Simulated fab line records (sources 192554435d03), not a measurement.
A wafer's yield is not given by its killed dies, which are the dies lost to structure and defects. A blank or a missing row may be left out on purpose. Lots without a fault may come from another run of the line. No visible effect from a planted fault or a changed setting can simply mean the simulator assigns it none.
fab line records ; flow n5-finfet
record: lots: 12; wafers: 33; last-day: 20
route steps=1938 shown HKMG_FIN@412 PASSIVATION@1936
lots with no fault: from the same line, run without faults
start-h: the number of hours between the record's first day and the start of the first shown wafer of the lot ; wait-h: hours from the lot's prior step to this one ; " unchanged from the row above ; L1.1+2: one row covering several wafers at once ; - value missing, or start not given ; * or withheld: withheld ; < > ~ a bound
route shown NAME@n: NAME is a module with steps in the file, n the number in the route of the first one ; usual: mean/standard deviation of fault-free wafers ; same: alike in all rows ; chamber/n: place in a boat ; sites: the reading at each site ; _std_site: how widely they spread, as a standard deviation ; _edge_site: outer sites' mean less inner sites' ; radius-mm: how far each site lies from the wafer's centre ; mask NAME#n: copy n ; behind: the most recent tool/chamber to have shaped the wafer ; hold: what put the lot on hold/how long, in hours/how the hold closed ; device: transistor that didn't switch, given as n, p or np ; end of line: the route-end tests of the same wafers ; for a step that has no rows: nothing shown but its recipe ; killed: dies that structure and defects cost at the first sort, which is not the same as the wafer's yield ; map: shows each die of a wafer: x if killed, . if not, _ if none is there
set.NAME: the run value of the setting; set.NAME@STEP: its run value at that earlier step ; model.NAME: the simulator's own value behind a step, which no gauge read
a sample of lots followed through the steps of the route, with each step as a table and each wafer as a row
services: a tool's chamber out of use, with start hour (start-h, from the record's first day; less than 0 if before it), hours out, and reason
== steps ==
step: N5_HKMG_FIN_ALD_79
recipe: material: TiN; target-thk-a: 15; temp-c: 400; ald-precursor-family: TiCl4; ald-co-reactant: NH3; pulse-time-s: 1; purge-time-s: 3; co-reactant-purge-time-s: 2; co-reactant-pulse-time-s: 2; ald-cycles: 68; pressure-torr: 3
usual: heater-power-w: 883/77; precursor-pulse-height-rel: 1.001/0.019; susceptor-temp-C: 400.00/0.22
lot.wafer;tool;chamber;start-h;wait-h;heater-power-w;precursor-pulse-height-rel;susceptor-temp-C
L778.2;ald-metal-03;1;73.18;0.0;848;1.005;400.15
L778.3;ald-metal-03;2;73.18;0.0;1015;1.003;400.19
L778.5;ald-metal-03;1;73.18;0.0;851;0.979;400.03
L780.4;ald-metal-04;0;89.57;0.0;717;0.991;399.91
L780.5;ald-metal-04;3;89.57;0.0;875;1.001;399.71
L781.1;ald-metal-03;3;95.81;0.0;935;1.004;399.99
L781.4;ald-metal-03;1;95.81;0.0;868;1.005;399.71
L781.5;ald-metal-03;0;95.81;0.0;838;1.009;400.13
L782.1;ald-metal-01;3;96.33;0.0;807;0.980;399.82
L782.3;ald-metal-01;0;96.33;0.0;898;0.996;400.06
L782.6;ald-metal-01;3;96.33;0.0;803;0.988;400.15
L793.2;ald-metal-01;1;165.97;0.0;953;1.015;399.97
L793.6;ald-metal-01;1;165.97;0.0;981;1.029;400.43
L794.1;ald-metal-03;2;169.09;0.0;1018;1.038;399.94
L794.3;ald-metal-03;1;169.09;0.0;834;0.990;399.51
L794.5;ald-metal-03;0;169.09;0.0;839;1.015;400.15
L795.1;ald-metal-01;3;176.49;0.0;810;1.021;399.95
L795.4;ald-metal-01;3;176.49;0.0;805;1.019;400.31
L795.5;ald-metal-01;1;176.49;0.0;944;1.000;399.70
L797.3;ald-metal-01;3;185.55;0.0;817;0.992;399.75
L797.6;ald-metal-01;1;185.55;0.0;968;1.016;400.36
L798.4;ald-metal-04;1;192.44;0.0;979;1.054;399.93
L798.5;ald-metal-04;3;192.44;0.0;864;1.011;399.91
L798.6;ald-metal-04;0;192.44;0.0;746;0.973;399.96
L799.2;ald-metal-04;0;196.02;0.0;747;0.982;399.99
L799.4;ald-metal-04;2;196.02;0.0;916;1.024;399.82
L799.5;ald-metal-04;1;196.02;0.0;1009;1.028;399.89
L800.2;ald-metal-01;2;208.78;0.0;852;1.004;399.86
L800.3;ald-metal-01;1;208.78;0.0;967;0.976;399.97
L800.4;ald-metal-01;0;208.78;0.0;926;0.994;400.29
L801.1;ald-metal-03;1;214.91;0.0;828;0.969;400.54
L801.4;ald-metal-03;2;214.91;0.0;1015;1.013;399.96
L801.6;ald-metal-03;1;214.91;0.0;856;0.996;400.63
step: N5_HKMG_FIN_THK_MEAS_70
recipe: thk-meas-gauge: xrf; reads: HfO2_of_HKMG_FIN_HK_ALD_01
usual: HK_THK: 1.621/0.021
lot.wafer;tool;chamber;start-h;wait-h;HK_THK[nm]
L778.2;film-metro-01;-;74.23;0.2;1.625
L778.3;film-metro-01;-;74.23;0.2;1.644
L778.5;film-metro-01;-;74.23;0.2;1.621
L780.4;film-metro-02;-;90.61;0.2;1.612
L780.5;film-metro-02;-;90.61;0.2;1.588
L781.1;film-metro-02;-;97.01;0.2;1.661
L781.4;film-metro-02;-;97.01;0.2;1.600
L781.5;film-metro-02;-;97.01;0.2;1.635
L782.1;film-metro-01;-;97.40;0.2;1.622
L782.3;film-metro-01;-;97.40;0.2;1.629
L782.6;film-metro-01;-;97.40;0.2;1.623
L793.2;film-metro-02;-;167.07;0.2;1.632
L793.6;film-metro-02;-;167.07;0.2;1.621
L794.1;film-metro-02;-;170.15;0.2;1.604
L794.3;film-metro-02;-;170.15;0.2;1.603
L794.5;film-metro-02;-;170.15;0.2;1.594
L795.1;film-metro-01;-;177.87;0.2;1.633
L795.4;film-metro-01;-;177.87;0.2;1.650
L795.5;film-metro-01;-;177.87;0.2;1.626
L797.3;film-metro-01;-;186.59;0.2;1.629
L797.6;film-metro-01;-;186.59;0.2;1.636
L798.4;film-metro-01;-;193.48;0.2;1.618
L798.5;film-metro-01;-;193.48;0.2;1.619
L798.6;film-metro-01;-;193.48;0.2;1.645
L799.2;film-metro-02;-;197.07;0.2;1.648
L799.4;film-metro-02;-;197.07;0.2;1.578
L799.5;film-metro-02;-;197.07;0.2;1.640
L800.2;film-metro-01;-;209.84;0.2;1.647
L800.3;film-metro-01;-;209.84;0.2;1.625
L800.4;film-metro-01;-;209.84;0.2;1.644
L801.1;film-metro-02;-;216.11;0.2;1.600
L801.4;film-metro-02;-;216.11;0.2;1.594
L801.6;film-metro-02;-;216.11;0.2;1.616
step: N5_HKMG_FIN_PEB_10
recipe: peb-temp-c: withheld; peb-time-s: 60; resist: CAR-ArF
usual: resist-line-temp-C: 23.01/0.1
lot.wafer;tool;chamber;start-h;wait-h;resist-line-temp-C
L778.2;litho-track-02;0;74.91;0.0;22.88
L778.3;litho-track-02;0;74.91;0.0;22.99
L778.5;litho-track-02;0;74.91;0.0;23.01
L780.4;litho-track-01;0;91.42;0.0;22.85
L780.5;litho-track-01;0;91.42;0.0;23.07
L781.1;litho-track-01;0;97.69;0.1;22.89
L781.4;litho-track-01;0;97.69;0.1;22.82
L781.5;litho-track-01;0;97.69;0.1;22.92
L782.1;litho-track-01;0;98.21;0.1;23.01
L782.3;litho-track-01;0;98.21;0.1;23.01
L782.6;litho-track-01;0;98.21;0.1;23.13
L793.2;litho-track-04;0;167.87;0.0;22.86
L793.6;litho-track-04;0;167.87;0.0;23.07
L794.1;litho-track-04;0;170.97;0.1;22.99
L794.3;litho-track-04;0;170.97;0.1;23.09
L794.5;litho-track-04;0;170.97;0.1;22.88
L795.1;litho-track-01;0;178.69;0.1;22.82
L795.4;litho-track-01;0;178.69;0.1;23.01
L795.5;litho-track-01;0;178.69;0.1;23.10
L797.3;litho-track-01;0;187.40;0.0;22.98
L797.6;litho-track-01;0;187.40;0.0;23.08
L798.4;litho-track-01;0;194.29;0.0;22.93
L798.5;litho-track-01;0;194.29;0.0;23.13
L798.6;litho-track-01;0;194.29;0.0;23.02
L799.2;litho-track-02;0;197.75;0.0;23.08
L799.4;litho-track-02;0;197.75;0.0;23.08
L799.5;litho-track-02;0;197.75;0.0;22.85
L800.2;litho-track-01;0;210.65;0.0;22.94
L800.3;litho-track-01;0;210.65;0.0;22.85
L800.4;litho-track-01;0;210.65;0.0;23.00
L801.1;litho-track-01;0;216.92;0.1;22.97
L801.4;litho-track-01;0;216.92;0.1;23.07
L801.6;litho-track-01;0;216.92;0.1;22.89
step: N5_HKMG_FIN_CD_MEAS_12
recipe: target-cd-nm: 92.8; landing-energy-ev: 500; detector: se-inlens
usual: cd-nm: 92.7/0.66
lot.wafer;tool;chamber;start-h;wait-h;cd-nm
L778.2;cd-sem-02;0;74.98;-;91.8
L778.3;cd-sem-02;0;74.98;-;93.1
L778.5;cd-sem-02;0;74.98;-;92.7
L780.4;cd-sem-02;0;91.49;-;92.6
L780.5;cd-sem-02;0;91.49;-;93.2
L781.1;cd-sem-03;0;97.76;-;84.9
L781.4;cd-sem-03;0;97.76;-;85.5
L781.5;cd-sem-03;0;97.76;-;84.6
L782.1;cd-sem-01;0;98.28;-;83.1
L782.3;cd-sem-01;0;98.28;-;84.0
L782.6;cd-sem-01;0;98.28;-;84.5
L793.2;cd-sem-02;0;167.94;-;92.8
L793.6;cd-sem-02;0;167.94;-;94.0
L794.1;cd-sem-03;0;171.03;-;92.9
L794.3;cd-sem-03;0;171.03;-;94.6
L794.5;cd-sem-03;0;171.03;-;93.0
L795.1;cd-sem-02;0;178.76;-;92.5
L795.4;cd-sem-02;0;178.76;-;92.7
L795.5;cd-sem-02;0;178.76;-;92.8
L797.3;cd-sem-03;0;187.47;-;93.3
L797.6;cd-sem-03;0;187.47;-;92.5
L798.4;cd-sem-03;0;194.36;-;91.7
L798.5;cd-sem-03;0;194.36;-;93.1
L798.6;cd-sem-03;0;194.36;-;93.4
L799.2;cd-sem-02;0;197.82;-;91.7
L799.4;cd-sem-02;0;197.82;-;91.6
L799.5;cd-sem-02;0;197.82;-;93.1
L800.2;cd-sem-03;0;210.72;-;92.9
L800.3;cd-sem-03;0;210.72;-;93.0
L800.4;cd-sem-03;0;210.72;-;93.1
L801.1;cd-sem-03;0;216.99;-;93.5
L801.4;cd-sem-03;0;216.99;-;92.7
L801.6;cd-sem-03;0;216.99;-;94.1
step: N5_HKMG_FIN_ETCH_32
recipe: chemistry: N2/H2; target: SOC; target-depth-a: 2400; temp-c: 40; time-s: 300; ion-energy-ev: 200; mask-material: SiARC; pressure-mtorr: 30; source-w: 840; bias-w: 150; n2-flow-sccm: 200; h2-flow-sccm: 200
usual: drypump-motor-current-A: 5.6/0.43; oes-product-au: 0.77/0.06; rf-vpp-V: 523.6/2.6; showerhead-plenum-p-Torr: 2.53/0.096; throttle-valve-pct: 17.83/0.21
lot.wafer;tool;chamber;start-h;wait-h;drypump-motor-current-A;oes-product-au;rf-hours-counter-h;rf-vpp-V;showerhead-plenum-p-Torr;throttle-valve-pct
L778.2;rie-diel-04;1;75.16;0.0;6.1;0.76;144;522.2;2.45;18.03
L778.3;rie-diel-04;3;75.16;0.0;5.5;0.82;113;521.4;2.44;17.69
L778.5;rie-diel-04;3;75.16;0.0;5.5;0.82;-;520.4;2.44;17.69
L780.4;rie-diel-01;2;91.66;0.0;5.1;0.73;177;522.5;2.56;18.26
L780.5;rie-diel-01;0;91.66;0.0;6.2;0.72;-;525.3;2.60;17.86
L781.1;rie-diel-01;3;98.01;0.0;5.0;0.79;109;521.8;2.43;17.68
L781.4;rie-diel-01;1;98.01;0.0;5.8;0.83;83;527.5;2.71;17.71
L781.5;rie-diel-01;3;98.01;0.0;5.0;0.79;-;521.8;2.43;17.69
L782.1;rie-diel-01;1;98.52;0.0;5.8;0.82;83;528.2;2.71;17.70
L782.3;rie-diel-01;0;98.52;0.0;6.2;0.71;208;526.4;2.60;17.88
L782.6;rie-diel-01;0;98.52;0.0;6.2;0.72;-;527.3;2.60;17.88
L793.2;rie-diel-01;3;168.30;0.0;5.1;0.77;131;522.4;2.42;17.73
L793.6;rie-diel-01;0;168.30;0.0;6.2;0.70;-;525.6;2.59;17.90
L794.1;rie-diel-04;0;171.21;0.0;5.9;0.78;126;525.9;2.57;17.59
L794.3;rie-diel-04;3;171.21;0.0;5.5;0.79;142;521.2;2.43;17.73
L794.5;rie-diel-04;0;171.21;0.0;5.8;0.77;-;523.6;2.57;17.59
L795.1;rie-diel-01;0;178.94;0.0;6.3;0.70;233;525.2;2.59;17.91
L795.4;rie-diel-01;1;178.94;0.0;5.8;0.80;-;527.9;2.69;17.74
L795.5;rie-diel-01;3;178.94;0.0;5.0;0.77;-;521.1;2.42;17.72
L797.3;rie-diel-04;2;187.64;0.0;5.6;0.91;32;526.3;2.58;17.88
L797.6;rie-diel-04;1;187.64;0.0;6.2;0.73;-;522.1;2.43;18.10
L798.4;rie-diel-05;0;194.56;0.0;5.1;0.73;193;520.1;2.43;17.83
L798.5;rie-diel-05;2;194.56;0.0;5.2;0.69;-;525.5;2.58;17.61
L798.6;rie-diel-05;1;194.56;0.0;6.2;0.78;-;523.7;2.52;18.01
L799.2;rie-diel-05;0;198.00;0.0;5.2;0.73;193;521.3;2.43;17.84
L799.4;rie-diel-05;1;198.00;0.0;6.1;0.79;142;524.0;2.52;18.00
L799.5;rie-diel-05;1;198.00;0.0;6.2;0.79;-;522.7;2.52;18.03
L800.2;rie-diel-04;2;210.89;0.0;5.6;0.90;38;526.5;2.58;17.89
L800.3;rie-diel-04;0;210.89;0.0;5.8;0.77;139;523.0;2.56;17.60
L800.4;rie-diel-04;3;210.89;0.0;5.5;0.78;155;520.8;2.42;17.76
L801.1;rie-diel-05;1;217.17;0.0;6.2;0.79;146;524.0;2.52;18.03
L801.4;rie-diel-05;3;217.17;0.0;5.4;0.66;242;519.5;2.36;17.54
L801.6;rie-diel-05;3;217.17;0.0;5.5;0.67;-;520.6;2.36;17.58
step: N5_PASSIVATION_PROBE_49
usual: killed_at_M0_to_M3: 36/10; killed_at_M4_up: 14/5.2; killed-at-contacts: 12/6; killed-at-front-end: 37/10; killed-at-other: 4/3.3; killed-dies: 104/18; killed-on-rim: 14/4.1; killed-open: 68/14; killed-short: 34/7.4
same: gross-dies: 1180; killed-at-back-side: 0
lot.wafer;tool;chamber;start-h;wait-h;killed_at_M0_to_M3;killed_at_M4_up;killed-at-contacts;killed-at-front-end;killed-at-other;killed-dies;killed-on-rim;killed-open;killed-short
L782.1;prober-02;-;331.91;0.0;22;15;8;52;5;102;16;70;30
L782.3;prober-02;-;332.01;0.1;38;22;24;35;2;121;15;87;31
L781.1;prober-01;-;337.20;0.0;33;11;6;39;0;89;11;46;42
L798.4;prober-02;-;460.19;0.2;42;10;7;22;0;81;8;54;26
L798.5;prober-02;-;460.24;0.2;42;10;6;27;1;86;6;55;30
L798.6;prober-02;-;460.29;0.3;54;9;16;23;1;103;17;72;30
killed by level:class
L782.1 FIN_SAQP:geometric-particle:open=14 STI_FIN_REVEAL:geometric-particle:open=11 MOL_CONTACT_COAG:geometric-particle:open=7 BEOL_M0_SAQP:geometric-particle:open=7 BEOL_M4:geometric-particle:open=6 FIN_SAQP:geometric-particle:short=5 ILD0:geometric-particle:short=4 BEOL_M0_SAQP:geometric-particle:short=4
L782.3 MOL_CONTACT_COAG:geometric-particle:open=17 BEOL_M0_SAQP:geometric-particle:open=13 FIN_SAQP:geometric-particle:open=11 MOL_CONTACT_COAG:geometric-particle:short=7 BEOL_M2:geometric-particle:open=7 BEOL_M0_SAQP:geometric-particle:short=6 BEOL_M4:geometric-particle:open=6 BEOL_M7:geometric-particle:open=6
L781.1 STI_FIN_REVEAL:geometric-particle:open=10 BEOL_M3:geometric-particle:short=8 BEOL_M0_SAQP:geometric-particle:short=7 FIN_SAQP:geometric-particle:short=6 BEOL_M4:geometric-particle:open=6 MOL_CONTACT_COAG:geometric-particle:open=6 BEOL_M3:geometric-particle:open=5 BEOL_M2:geometric-particle:short=4
L798.4 BEOL_M3:geometric-particle:open=8 BEOL_M3:geometric-particle:short=7 BEOL_M1:geometric-particle:open=7 BEOL_M0_SAQP:geometric-particle:open=6 MOL_CONTACT_COAG:geometric-particle:open=6 BEOL_M2:geometric-particle:open=6 BEOL_M1:geometric-particle:short=5 FIN_SAQP:geometric-particle:open=4
L798.5 BEOL_M3:geometric-particle:open=14 BEOL_M1:geometric-particle:open=9 MOL_CONTACT_COAG:geometric-particle:open=6 BEOL_M0_SAQP:geometric-particle:short=6 FIN_SAQP:geometric-particle:open=5 GATE_CUT:geometric-particle:short=5 BEOL_M0_SAQP:geometric-particle:open=5 ILD0:geometric-particle:short=4
L798.6 MOL_CONTACT_COAG:geometric-particle:open=14 BEOL_M3:geometric-particle:open=13 BEOL_M0_SAQP:geometric-particle:open=10 BEOL_M0_SAQP:geometric-particle:short=9 BEOL_M2:geometric-particle:open=9 BEOL_M1:geometric-particle:open=5 GATE_CUT:geometric-particle:short=4 BEOL_M3:geometric-particle:short=4
== services ==
tool;chamber;start-h;hours;kind
rie-diel-04;2;60.97;-;clean
rie-diel-04;2;60.97;-;consumable-replace:focus-ring
rie-diel-04;2;60.97;17.9;scheduled-down
rie-diel-04;2;60.97;17.9;vent-cycle
ald-metal-01;1;94.84;24.8;repair
ald-metal-04;2;111.80;4.2;repair
ald-metal-01;2;157.06;20.6;repair
rie-diel-01;2;171.91;16.9;repair
ald-metal-04;-;187.06;0.8;repair
rie-diel-04;2;196.85;3.7;repair
ald-metal-01;-;200.19;1.3;repair
== key ==
first-sign: step: N5_HKMG_FIN_CD_MEAS_12; reading: cd-nm; direction: down; sigmas: 12; usual: 92.7; struck: 84.4
effect none on later readings
met-at N5_HKMG_FIN_PEB_10
struck-lots L781,L782
tester-left-out L781,L782
not-acting-at N5_HKMG_FIN_ALD_79,N5_HKMG_FIN_THK_MEAS_70,N5_HKMG_FIN_ETCH_32
onset-between 91.42 97.69
fault: kind: process-parameter-drift; tool: litho-track-01; chamber: -; onset-h: 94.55; steps: N5_HKMG_FIN_PEB_10; channel: peb-temp-c; offset: withheld; shape: step; end-h: 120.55; acts-in: *
tester-left-out: of these lots the tester's yield and bins aren't shown, on N5 and GAA mostly nor the transistor test; their killed dies are dies lost to structure and defects alone, not to doping, threshold or leakage, so they don't give the yield
